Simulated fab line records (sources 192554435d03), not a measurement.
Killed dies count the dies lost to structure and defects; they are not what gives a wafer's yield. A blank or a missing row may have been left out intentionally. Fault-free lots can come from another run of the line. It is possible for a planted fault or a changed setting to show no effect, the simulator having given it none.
Matching of chambers -- flow n5 finfet -- N5_BEOL_M2_ETCH_64 on rie diel-04: 4 sister chambers
The step etches SOC in N2/H2, target depth 75 nm, overetch 22.5 nm, time 121.9 s. 16 wafers are shown with their chamber, then 8 later ones without.

== WAFERS WITH THEIR CHAMBER ==
wafer,chamber,showerhead plenum p Torr (Torr),throttle valve pct (%),oes product au (a.u.)
L074.2,0,2.65,17.92,0.54
L074.3,3,2.62,17.79,0.74
L074.5,0,2.65,17.93,0.53
L077.1,0,2.65,17.93,0.53
L077.2,2,2.71,17.55,0.73
L077.5,3,2.62,17.78,0.70
L078.2,3,2.62,17.81,0.70
L078.3,1,2.55,18.00,0.57
L078.6,2,2.71,17.55,0.73
L079.1,3,2.62,17.80,0.70
L079.2,1,2.54,18.01,0.56
L079.3,2,2.71,17.53,0.73
L089.1,2,2.70,17.58,0.69
L089.3,1,2.54,18.02,0.56
L089.5,0,2.64,17.98,0.52
L090.1,1,2.54,18.02,0.56

SIGNATURES (averages over the wafers above)
reading,chamber 0,chamber 1,chamber 2,chamber 3,scatter within a chamber
showerhead plenum p Torr,2.6475,2.5425,2.7075,2.6200,0.00433
throttle valve pct,17.9400,18.0125,17.5525,17.7950,0.0188
oes product au,0.5300,0.5625,0.7200,0.7100,0.0149
Rule: for each reading, subtract the chamber's mean from the wafer's reading, divide by that reading's scatter and square the result; add these up over the readings and take the root, which gives the wafer's distance from the chamber. If the next closest chamber is less than 2 further off than the closest, the wafer can't be placed; otherwise it belongs to the closest. The scatter: take each reading less its chamber's mean, square it, sum over the shown wafers, divide by the number of wafers less the number of chambers, and take the root.

== WAFERS MISSING THEIR CHAMBER ==
wafer,showerhead plenum p Torr (Torr),throttle valve pct (%),oes product au (a.u.)
L090.2,2.61,17.85,0.67
L090.4,2.64,17.96,0.52
L092.3,2.64,17.98,0.53
L092.4,2.64,17.99,0.52
L092.5,2.60,17.83,0.67
L095.1,2.60,17.85,0.65
L095.5,2.64,17.99,0.52
L095.6,2.60,17.85,0.66

== WHICH CHAMBER EACH ONE RAN IN ==
wafer,from the rows above,in truth
L090.2,3,3
L090.4,0,0
L092.3,0,0
L092.4,0,0
L092.5,3,3
L095.1,3,3
L095.5,0,0
L095.6,3,3
Correctly placed: 8 of 8. From these rows, 0 cannot be placed. Placed wrongly: 0.
